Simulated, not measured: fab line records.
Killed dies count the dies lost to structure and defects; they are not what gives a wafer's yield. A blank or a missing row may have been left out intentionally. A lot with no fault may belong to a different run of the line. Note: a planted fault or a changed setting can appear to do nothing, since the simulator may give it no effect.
fab line records	flow nand-harc	part 2 of 2: steps 5 to 6 of 6
record lots=24	wafers=72	last-day=33
route steps=1302 shown A_STAIRCASE@714
lots untouched by any fault: they come from a run of this same line in which no faults occurred
start-h: the number of hours between the record's first day and the start of the first shown wafer of the lot	wait-h: hours since the lot's step before	" the same as in the row above	L1.1+2: several wafers, shown together as one row	- no value, or no start given	* or withheld: withheld	< > ~ a bound
route shown NAME@n: names a module that has steps shown in the file, with the first one's number in the route	usual: mean/standard deviation of fault-free wafers	same: alike in all rows	chamber/n: place in a boat	sites: per-site readings	_std_site: the standard deviation of these	_edge_site: inner sites' mean taken away from outer sites' mean	radius-mm: for every site, how far away it sits from the centre of the wafer	mask NAME#n: copy n	behind: the most recent tool/chamber to have shaped the wafer	hold: why the lot was held/for how many hours/how that ended	device: names the non-switching transistor (n, p or np)	end of line: tests of these same wafers at the route's end	a step with no rows: only its recipe	killed: the dies lost at the first sort to structure and to defects; this is not the yield of the wafer	map: a wafer's dies, x killed, . not, _ none there
set.NAME: the setting as run; set.NAME@STEP: as run at that earlier step	model.NAME: the simulator's own value behind a step, which no gauge read
one table for each step of the route and one row for each wafer, over a sample of lots
services: the hour from which a tool's chamber was out of use, counted from the record's first day as start-h (under 0 if before that day), plus the number of hours and why
## steps
# step NHARC_A_STAIRCASE_CMP_152
# usual motor-current-A=11.9/1.5
lot.wafer	tool	chamber	start-h	wait-h	motor-current-A
L074.4	cmp-03	3	434.70	0.1	11.0
L074.5	"	3	"	"	11.2
L074.6	"	0	"	"	10.5
L075.1	cmp-01	0	454.38	0.1	10.5
L075.2	"	3	"	"	11.4
L075.6	"	1	"	"	15.9
L076.2	cmp-03	0	454.84	0.1	10.7
L076.4	"	2	"	"	12.1
L076.6	"	0	"	"	10.0
L077.4	cmp-03	3	465.68	0.1	11.4
L077.1	"	0	"	"	10.7
L077.6	"	3	"	"	11.6
L078.2	cmp-04	0	465.86	0.1	12.4
L078.4	"	1	"	"	12.3
L078.3	"	3	"	"	12.5
L079.2	cmp-01	1	476.92	0.1	15.0
L079.4	"	3	"	"	11.5
L079.6	"	1	"	"	14.9
L080.2	cmp-03	2	494.69	0.1	12.4
L080.5	"	3	"	"	10.5
L080.6	"	0	"	"	10.5
L081.1	cmp-03	1	504.59	0.1	14.2
L081.5	"	0	"	"	10.8
L081.6	"	1	"	"	14.5
L082.1	cmp-01	0	505.42	0.1	10.4
L082.4	"	1	"	"	14.4
L082.6	"	3	"	"	11.4
L083.4	cmp-03	0	543.15	0.1	10.5
L083.2	"	2	"	"	11.9
L083.3	"	3	"	"	11.0
L086.1	cmp-04	3	550.13	0.1	12.6
L086.5	"	1	"	"	11.7
L086.6	"	2	"	"	10.1
L085.4	cmp-01	1	550.27	0.1	15.6
L085.2	"	3	"	"	11.7
L085.5	"	1	"	"	15.2
L084.1	cmp-04	2	553.06	0.1	10.2
L084.3	"	3	"	"	12.3
L084.5	"	2	"	"	10.2
L087.1	cmp-04	1	577.21	0.1	11.5
L087.3	"	2	"	"	10.1
L087.5	"	0	"	"	12.0
L088.4	cmp-03	2	577.33	0.1	12.1
L088.2	"	0	"	"	10.9
L088.6	"	2	"	"	12.2
L089.3	cmp-04	3	587.00	0.1	12.1
L089.2	"	0	"	"	12.7
L089.6	"	3	"	"	12.8
L091.4	cmp-04	2	593.52	0.1	10.2
L091.3	"	3	"	"	12.0
L091.2	"	1	"	"	11.5
L090.4	cmp-01	2	593.65	0.1	11.8
L090.1	"	0	"	"	10.0
L090.5	"	2	"	"	12.5
L094.4	cmp-01	0	629.54	0.1	10.5
L094.1	"	1	"	"	15.3
L094.5	"	0	"	"	11.1
L093.2	cmp-04	0	629.66	0.1	12.0
L093.3	"	1	"	"	12.3
L093.6	"	3	"	"	12.0
L092.4	cmp-03	3	629.94	0.1	11.6
L092.5	"	3	"	"	10.5
L092.6	"	0	"	"	10.6
L095.3	cmp-01	0	641.30	0.1	9.8
L095.1	"	1	"	"	14.8
L095.4	"	2	"	"	12.3
L096.3	cmp-01	1	648.77	0.1	15.4
L096.1	"	0	"	"	10.2
L096.6	"	1	"	"	15.3
L097.2	cmp-04	3	664.09	0.1	12.1
L097.4	"	0	"	"	12.5
L097.5	"	2	"	"	9.6
# step NHARC_A_STAIRCASE_STRIP_475
# recipe time-s=20	o2-flow-sccm=500	ar-flow-sccm=0	bias-w=0	chemistry=O2
# usual drypump-motor-current-A=5.8/0.48	oes-product-au=1.001/0.013	rf-vpp-V=57.9/0.9	showerhead-plenum-p-Torr=3.54/0.15	throttle-valve-pct=17.036/0.0099
lot.wafer	tool	chamber	start-h	wait-h	drypump-motor-current-A	oes-product-au	rf-hours-counter-h	rf-vpp-V	showerhead-plenum-p-Torr	throttle-valve-pct
L074.4	rie-diel-04	3	-	-	6.4	1.014	13	56.8	3.43	17.030
L074.5	"	2	"	"	6.0	1.020	-	58.0	3.80	17.043
L074.6	"	3	"	"	6.4	0.998	-	59.1	3.43	17.036
L075.2	rie-diel-04	2	-	-	6.0	1.010	22	59.7	3.79	17.038
L075.1	"	0	"	"	6.1	0.989	27	58.3	3.64	17.026
L075.6	"	1	"	"	4.8	0.997	-	58.3	3.70	17.039
L076.4	rie-diel-08	0	-	-	5.6	1.016	19	58.3	3.56	17.050
L076.2	"	1	"	"	5.9	1.011	19	57.4	3.48	17.039
L076.6	"	3	"	"	5.5	1.004	-	57.5	3.39	17.035
L077.1	rie-diel-08	1	-	-	5.9	1.005	24	57.7	3.48	17.028
L077.4	"	0	"	"	5.6	1.007	-	59.4	3.56	17.030
L077.6	"	1	"	"	5.9	1.008	-	57.5	3.48	17.011
L078.2	rie-diel-04	0	-	-	6.1	0.991	30	59.3	3.63	17.049
L078.4	"	1	"	"	4.8	1.003	26	58.9	3.70	17.048
L078.3	"	2	"	"	6.0	1.010	24	57.8	3.79	17.046
L079.4	rie-diel-04	1	-	-	4.8	0.981	29	58.8	3.69	17.035
L079.2	"	2	"	"	6.1	1.013	27	58.9	3.79	17.037
L079.6	"	3	"	"	6.4	0.996	-	57.2	3.42	17.029
L080.2	rie-diel-13	0	-	-	5.9	0.998	49	57.1	3.40	17.054
L080.6	"	3	"	"	6.6	1.001	-	56.2	3.30	17.038
L080.5	"	0	"	"	5.9	0.986	-	58.4	3.40	17.023
L081.1	rie-diel-13	2	505.77	0.3	5.9	1.011	50	57.2	3.52	17.043
L081.6	"	3	"	"	6.6	0.994	-	56.3	3.30	17.028
L081.5	"	2	"	"	5.9	1.025	-	57.4	3.52	17.043
L082.4	rie-diel-04	3	-	-	6.4	1.002	36	57.5	3.42	17.049
L082.1	"	2	"	"	6.0	1.022	36	57.3	3.79	17.027
L082.6	"	3	"	"	6.4	1.004	-	58.6	3.42	17.038
L083.4	rie-diel-04	0	-	-	6.1	0.977	0	58.4	3.62	17.038
L083.3	"	1	"	"	4.8	0.994	0	57.7	3.68	17.033
L083.2	"	3	"	"	6.4	1.001	0	56.7	3.41	17.034
L086.1	rie-diel-04	0	-	-	6.1	0.986	6	58.7	3.62	17.041
L086.5	"	3	"	"	6.4	0.994	-	56.7	3.41	17.052
L086.6	"	0	"	"	6.1	0.971	-	59.0	3.62	17.023
L085.2	rie-diel-13	0	-	-	5.9	1.012	8	58.1	3.39	17.044
L085.4	"	2	"	"	5.9	1.023	11	57.6	3.52	17.038
L085.5	"	3	"	"	6.6	0.998	-	57.5	3.29	17.009
L084.3	rie-diel-13	3	-	-	6.6	1.008	13	57.5	3.29	17.047
L084.1	"	0	"	"	5.9	1.018	10	56.5	3.39	17.023
L084.5	"	0	"	"	6.0	1.017	-	55.7	3.39	17.043
L087.3	rie-diel-13	3	-	-	6.6	0.992	19	57.4	3.29	17.033
L087.1	"	0	"	"	5.9	0.992	16	58.3	3.39	17.046
L087.5	"	2	"	"	5.9	1.009	-	58.4	3.51	17.021
L088.4	rie-diel-04	2	-	-	6.0	1.017	15	57.5	3.77	17.026
L088.2	"	0	"	"	6.1	0.991	13	57.8	3.61	17.020
L088.6	"	1	"	"	4.8	0.999	-	58.2	3.68	17.039
L089.2	rie-diel-04	1	-	-	4.8	0.988	15	59.9	3.67	17.042
L089.3	"	0	"	"	6.1	0.989	16	58.9	3.61	17.027
L089.6	"	2	"	"	6.0	1.019	-	58.5	3.77	17.041
L090.1	rie-diel-04	3	-	-	6.4	0.988	22	57.6	3.40	17.043
L090.4	"	0	"	"	6.1	0.980	19	59.1	3.61	17.029
L090.5	"	3	"	"	6.4	0.991	-	58.6	3.40	17.030
L091.2	rie-diel-13	2	594.74	0.2	5.9	1.023	27	57.2	3.51	17.033
L091.3	"	2	"	"	5.9	1.018	-	56.8	3.51	17.016
L091.4	"	1	"	"	5.5	0.994	-	59.0	3.76	17.030
L094.1	rie-diel-08	0	-	-	5.6	1.009	26	57.8	3.52	17.040
L094.4	"	1	"	"	5.9	0.992	26	58.4	3.45	17.031
L094.5	"	3	"	"	5.5	1.019	-	58.3	3.36	17.025
L093.2	rie-diel-04	3	-	-	6.4	0.991	35	59.0	3.39	17.030
L093.3	"	0	"	"	6.1	0.986	31	60.5	3.60	17.034
L093.6	"	3	"	"	6.4	0.999	-	57.8	3.39	17.027
L092.4	rie-diel-08	0	-	-	5.6	1.009	27	57.9	3.52	17.047
L092.6	"	1	"	"	6.0	0.983	-	58.0	3.45	17.044
L092.5	"	2	"	"	5.5	1.004	-	58.5	3.49	17.049
L095.3	rie-diel-08	2	-	-	5.4	1.013	32	58.2	3.49	17.039
L095.4	"	3	"	"	5.5	1.010	29	57.5	3.35	17.029
L095.1	"	1	"	"	5.9	0.987	29	56.3	3.45	17.023
L096.1	rie-diel-08	1	-	-	5.9	0.981	31	55.5	3.45	17.031
L096.3	"	0	"	"	5.5	1.019	32	58.7	3.52	17.031
L096.6	"	1	"	"	5.9	0.994	-	57.7	3.45	17.029
L097.2	rie-diel-08	3	-	-	5.5	1.006	36	57.4	3.35	17.032
L097.4	"	0	"	"	5.5	1.003	36	58.6	3.52	17.039
L097.5	"	2	"	"	5.4	1.007	-	57.6	3.49	17.038
## services
tool	chamber	start-h	hours	kind
cmp-03	-	337.18	0.8	repair
rie-diel-13	-	342.06	9.0	pm
rie-diel-04	-	356.45	9.0	pm
cmp-01	-	356.69	3.4	repair
cmp-03	-	358.00	4.0	pm
pecvd-03	-	366.00	13.0	pm
rie-diel-04	3	366.72	9.6	repair
rie-diel-08	-	368.13	9.0	pm
rie-diel-04	3	380.24	6.1	repair
cmp-01	-	381.50	4.0	pm
cmp-04	-	388.07	2.9	repair
rie-diel-04	1	398.20	6.0	repair
pecvd-04	-	450.27	13.0	pm
rie-diel-08	2	464.98	26.5	repair
rie-diel-13	1	502.11	6.3	repair
rie-diel-13	3	503.17	2.0	repair
rie-diel-13	-	519.06	9.0	pm
rie-diel-04	-	533.45	9.0	pm
pecvd-03	-	547.00	13.0	pm
rie-diel-13	0	590.19	16.5	repair
rie-diel-13	3	593.53	2.5	repair
rie-diel-08	3	610.14	12.8	repair
pecvd-04	-	631.27	13.0	pm
rie-diel-13	1	641.50	27.9	repair
